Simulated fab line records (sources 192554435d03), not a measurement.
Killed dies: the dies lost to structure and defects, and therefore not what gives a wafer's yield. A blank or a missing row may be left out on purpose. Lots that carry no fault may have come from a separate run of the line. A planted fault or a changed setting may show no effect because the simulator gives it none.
A lot that was struck, set against a sound lot || flow n5 finfet || 16 steps out of a route of 1938
Sound: wafers L649.1, L649.2, L649.4. Struck: wafer L651.6. (L651.2, L651.3 of the same lot were not struck and are left out.) The cause comes at the end.
Each step with rows lists, per side, the tool, then ch with its chambers, then its first start. Under that, the readings that differ: sound wafers || struck wafers || difference of the means || sigmas: that difference in standard deviations of wafers without a fault.
alike: same words and numbers on both sides, and readings whose means sit less than 2 such deviations apart. not compared: any withheld reading, any reading some wafer has no value for, any bound like >300 that may hide the same value, and any number with overlapping values for which the record gives no deviation.
Wherever a step has rows on one side only, a row that says differs or no value, or a row with sigmas, the two part there. When numbers do not overlap yet have no deviation, they are printed without sigmas and do not part them. Lack of a reading on every wafer of one side parts them only where that side has two or more wafers.

first, 4 steps without rows for these wafers: N5_BEOL_M7_HM_STRIP_39 (strips TiN in peroxide tin strip, target depth 25 nm, time 158 s); N5_BEOL_M7_SRD_40 (time 30 s); N5_BEOL_M7_PRECLEAN_42 (cleans in residue remover, time 60 s); N5_BEOL_M7_SRD_43 (time 30 s).
N5_BEOL_M7_CD_MEAS_35: the cd target is 40 nm.
  sound on cd sem-03, day 9 19:44; struck on cd sem-03, day 10 01:42
  alike: cd nm
N5_BEOL_M7_CURE_75: cures SiCOH lowk, time 120 s.
  sound on uv cure-02 ch 0, day 9 19:47; struck on uv cure-02 ch 2, day 10 01:47
  alike: lamp power pct, wafer_temp_C_max
N5_BEOL_M7_DEGAS_44: time 60 s.
  sound on pvd sputter-01, day 9 21:44; struck on pvd sputter-03, day 10 02:11
  alike: heater power w
then, 1 step without rows for these wafers: N5_BEOL_M7_PRE_CLEAN_45 (time 30 s).
N5_BEOL_M7_ALD_77: deposits TaN, target thk 2 nm, pulse time 2 s, purge time 3 s.
  sound on ald metal-03 ch 0,2, day 9 21:59; struck on ald metal-04 ch 0, day 10 02:20
  alike: heater power w, mfc carrier sccm
  not compared: since wet clean h
N5_BEOL_M7_SURFACE_TREAT_79:
  sound on pvd sputter-02, day 9 22:21; struck on pvd sputter-01, day 10 02:37
  alike: ar flow sccm
  not compared: throttle valve pct
then, 1 step without rows for these wafers: N5_BEOL_M7_CVD_78 (deposits Co from CCTBA/H2, target thk 2 nm, time 142.3 s).
N5_BEOL_M7_SPUTTER_48: material Cu, target thk 10 nm, time 1.667 s.
  sound on pvd sputter-02, day 9 22:35; struck on pvd sputter-03, day 10 02:57
  alike: cathode dc power W, throttle valve pct
N5_BEOL_M7_ECD_50: material Cu, target thk 300 nm.
  sound on ecd cu-02 ch 0,1, day 9 22:43; struck on ecd cu-02 ch 0, day 10 03:04
{"reading": "model.Cu_of_BEOL_M7_ECD_50.thk nm (nm)", "sound": "298.4 295.8 303.2", "struck": 83.4, "difference": -215.7, "sigmas": ""}
then, 1 step without rows for these wafers: N5_BEOL_M7_ANNEAL_51 (time 90 s).
N5_BEOL_M7_CMP_52: polishes, stops on SiCOH lowk, t overpolish 6.9 s, target thk 80 nm.
  sound on cmp-02 ch 0,2,3, day 9 23:38; struck on cmp-04 ch 3, day 10 03:43
{"reading": "motor current A (A)", "sound": "5.1 6.0 5.5", "struck": 7.0, "difference": "+1.5", "sigmas": "+2"}
{"reading": "time to endpoint s (s)", "sound": "59.7 59.0 62.6", "struck": 18.0, "difference": -42.4, "sigmas": -19}
  alike: clearing platen down force psi, head pressure psi
N5_BEOL_M7_THK_MEAS_53: measures by xrf.
  sound on film metro-01, day 9 23:56; struck on film metro-01, day 10 04:01
  alike: M7_THK

== WHERE THEY PART ==
N5_BEOL_M7_CMP_52 only, going by this record. Later steps at which nothing parts them and some readings are alike: N5_BEOL_M7_THK_MEAS_53.

WHY: what had been put in by the simulator
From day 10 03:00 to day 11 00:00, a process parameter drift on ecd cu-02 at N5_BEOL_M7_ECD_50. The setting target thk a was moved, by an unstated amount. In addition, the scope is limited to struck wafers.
